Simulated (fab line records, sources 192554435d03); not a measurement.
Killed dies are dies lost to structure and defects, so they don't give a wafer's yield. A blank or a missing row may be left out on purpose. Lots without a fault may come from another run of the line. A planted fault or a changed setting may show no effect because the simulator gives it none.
Which tool did it? | flow n5_finfet | 12 lots, 36 wafers sampled, at 1 step of a route of 1938

WHAT THE GAUGES READ, wafer by wafer
N5_BEOL_M5_CD_MEAS_28: target cd 30.6 nm, target cd y 20 nm.
lot  | measured     | on        | cd_nm (nm)
L074 | day 8 22:52  | cd_sem-02 | 30.70 30.66 30.52
L077 | day 9 09:24  | cd_sem-03 | 30.67 30.51 30.48
L079 | day 10 01:01 | cd_sem-02 | 30.47 30.91 30.75
L081 | day 11 00:06 | cd_sem-03 | 30.74 30.15 30.30
L084 | day 11 11:32 | cd_sem-02 | 30.44 30.78 30.76
L085 | day 11 15:27 | cd_sem-01 | 30.70 30.72 30.55
L088 | day 12 23:49 | cd_sem-01 | 30.35 30.54 30.40
L091 | day 13 03:33 | cd_sem-03 | 30.68 30.23 30.49
L092 | day 14 04:04 | cd_sem-01 | 30.73 30.19 30.66
L093 | day 14 09:50 | cd_sem-02 | 30.29 30.66 30.37
L094 | day 15 03:10 | cd_sem-03 | 30.72 30.56 30.47
L096 | day 15 12:13 | cd_sem-03 | 30.79 30.28 30.56

WHICH TOOL RAN EACH LOT (tool, then ch and the chambers of the sampled wafers, then the start)
The record holds no process step before these readings.

THE ANSWER, worked out from the rows above alone
Rule: what is usual is taken from the lots themselves. Put in order of their means at a reading, lots are off if they are a third of the lots or fewer, leave a main group of 4 or more, and stand apart from it by a gap of 3 or more times the standard deviation of the main group's means; of several such gaps the widest counts. A main group whose means are all the same, to the digits that the tables above print for the reading, isn't used. A lot without any number at a reading at which 4 lots or more have one is off too. The other lots that the step has rows for count as sound.
No lot is off at any reading shown: from this, nothing can be told.

WHAT THE SIMULATOR HAD PUT IN
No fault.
